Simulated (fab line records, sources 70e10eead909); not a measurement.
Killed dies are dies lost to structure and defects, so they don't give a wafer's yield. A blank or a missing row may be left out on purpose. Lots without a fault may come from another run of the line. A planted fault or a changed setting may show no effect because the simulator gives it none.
One fault seen from 2 desks | flow nand_harc | each desk has only its own numbers; what lay behind them comes last

THE TOOL OWNER'S DESK: pecvd-02
The tool's own readings at NHARC_P_M0_DEP_32 (deposits SiCN, target thk 30 nm): means of the sampled wafers that have a number, for each lot that ran on this tool. A lot is out of limits, marked OUT, if its mean lies more than 4 standard deviations from the usual mean; the brackets give that distance.
Columns: A = heater_power_w at NHARC_P_M0_DEP_32, usual 557 W; B = rf_fwd_power_W at NHARC_P_M0_DEP_32, usual 448.8 W
lot  | first seen here | A   | B
L455 | day 6 11:02     | 538 | 447.4
L456 | day 6 17:33     | 561 | 449.6
L464 | day 10 07:28    | 559 | 449.1
L469 | day 10 19:20    | 484 | 449.3
This desk's finding: nothing out of limits on any of the 4 lots.

THE DEFECT DESK
What the inspections along the route counted, lot by lot: means of the sampled wafers that have a number. A lot is out of limits, marked OUT, if its mean lies more than 4 standard deviations from the usual mean; the brackets give that distance.
Columns: A = raw_defect_count at NHARC_P_M1_INSPECT_11, usual 4.3
lot  | first seen here | A
L455 | day 6 12:25     | 4.7
L456 | day 6 18:56     | 6.3
L457 | day 7 09:38     | 4.0
L463 | day 8 10:01     | 5.3
L462 | day 8 10:20     | 5.0
L464 | day 10 08:53    | 502.7 (+99 or more) OUT
L471 | day 10 14:02    | 1.7
L469 | day 10 20:42    | 467.7 (+99 or more) OUT
L472 | day 10 21:26    | 3.0
L474 | day 11 01:46    | 2.3
L476 | day 11 05:02    | 2.3
L477 | day 11 19:07    | 4.7
This desk's finding: out of limits on L464, L469; first on L464, day 10 08:53 (raw_defect_count at NHARC_P_M1_INSPECT_11). In limits: L455, L456, L457, L463, L462, L471, L472, L474, L476, L477.

PUT TOGETHER
The defect desk could have raised an alarm at day 10 08:53, on L464, L469.
The tool owner's desk saw nothing out of limits.
The tool owner's desk has L464, L469 on record, within its limits.
Of the lots named, all ran NHARC_P_M0_DEP_32 on pecvd-02.

WHAT THE SIMULATOR HAD PUT IN
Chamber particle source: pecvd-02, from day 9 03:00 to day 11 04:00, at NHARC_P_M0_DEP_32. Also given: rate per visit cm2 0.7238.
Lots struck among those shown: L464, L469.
Hours from the fault's start to each desk's first reading out of limits: the defect desk, 30.
